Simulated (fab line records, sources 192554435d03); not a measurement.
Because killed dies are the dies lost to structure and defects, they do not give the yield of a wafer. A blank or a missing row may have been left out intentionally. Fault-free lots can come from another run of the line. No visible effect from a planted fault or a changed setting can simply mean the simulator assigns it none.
Which tool is to blame?	flow n5_finfet	30 wafers from 10 lots sampled at 2 of the route's 1938 steps

== WHAT THE GAUGES SHOWED, per wafer ==
N5_BEOL_M4_RC_MEAS_101.
lot	measured	on	COMB_M1_max_site (S/m)
L441	day 8 02:21	prober-01	6.7e-11 7.9e-11 8.7e-11
L443	day 8 19:53	prober-01	1.02e-10 6.9e-11 9.1e-11
L442	day 9 11:22	prober-02	7.3e-11 8.8e-11 7e-11
L445	day 9 17:05	prober-01	7.1e-11 1.01e-10 8.8e-11
L446	day 10 15:31	prober-02	7.5e-11 8.4e-11 6e-11
L447	day 10 18:52	prober-01	9e-11 5.4e-11 4.1e-10
L458	day 13 11:38	prober-02	7.8e-11 5.6e-11 6e-11
L459	day 13 11:45	prober-01	6.8e-11 9.1e-11 7.1e-11
L460	day 13 12:34	prober-02	9.6e-11 9.3e-11 6.6e-11
L463	day 13 19:12	prober-01	9.5e-11 9.5e-11 9e-11

== WHICH TOOL RAN EACH LOT (tool, then ch and the chambers of the sampled wafers, then the start) ==
lot	N5_BEOL_M1_ALD_84
L441	ald_metal-01 ch 0,2,3, day 6 12:57
L443	ald_metal-02 ch 0,3, day 7 01:29
L442	ald_metal-03 ch 0,1, day 7 01:46
L445	ald_metal-03 ch 0,2, day 7 08:11
L446	ald_metal-03 ch 0,1,2, day 7 23:23
L447	ald_metal-03 ch 1,2,3, day 8 05:24
L458	ald_metal-02 ch 0,1,2, day 10 18:37
L459	ald_metal-01 ch 1,2,3, day 11 10:55
L460	ald_metal-01 ch 1,2,3, day 11 11:16
L463	ald_metal-01 ch 1,3, day 11 20:31
- N5_BEOL_M1_ALD_84: deposits TaN, pulse time 2 s, purge time 3 s, co reactant purge time 2 s.

== THE ANSWER, worked out from the rows above alone ==
Rule: what is usual is taken from the lots themselves. The widest of any qualifying gaps counts: lots, ordered by their means at a reading, are off when they make up no more than a third of the lots, leave a main group of 4 or more, and stand apart from it by 3 or more times the standard deviation of that group's means. Not used: any main group whose means are identical at the precision the tables above print for the reading. Also off: a lot with no number at a reading for which 4 or more lots have one. Any other lot the step has rows for is counted as sound.
Off: L447, seen at N5_BEOL_M4_RC_MEAS_101 (COMB_M1_max_site). The main group: mean 8.0e-11 S/m, standard deviation 8.2e-12.
If a tool, at a process step before that reading, ran all the lots that are off and no sound lot after the first of them, it fits. The gauges at N5_BEOL_M4_RC_MEAS_101 are tried like those tools. One fits: N5_BEOL_M1_ALD_84 on ald_metal-03. A fault onset in the window from L446 (day 7 23:23, its last sound lot) to L447 (day 8 05:24, its first lot off) fits.

== WHAT HAD BEEN PUT IN BY THE SIMULATOR ==
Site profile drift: ald_metal-03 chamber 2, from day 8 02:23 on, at N5_BEOL_M1_ALD_84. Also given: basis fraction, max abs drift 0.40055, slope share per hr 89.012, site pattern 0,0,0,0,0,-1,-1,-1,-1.
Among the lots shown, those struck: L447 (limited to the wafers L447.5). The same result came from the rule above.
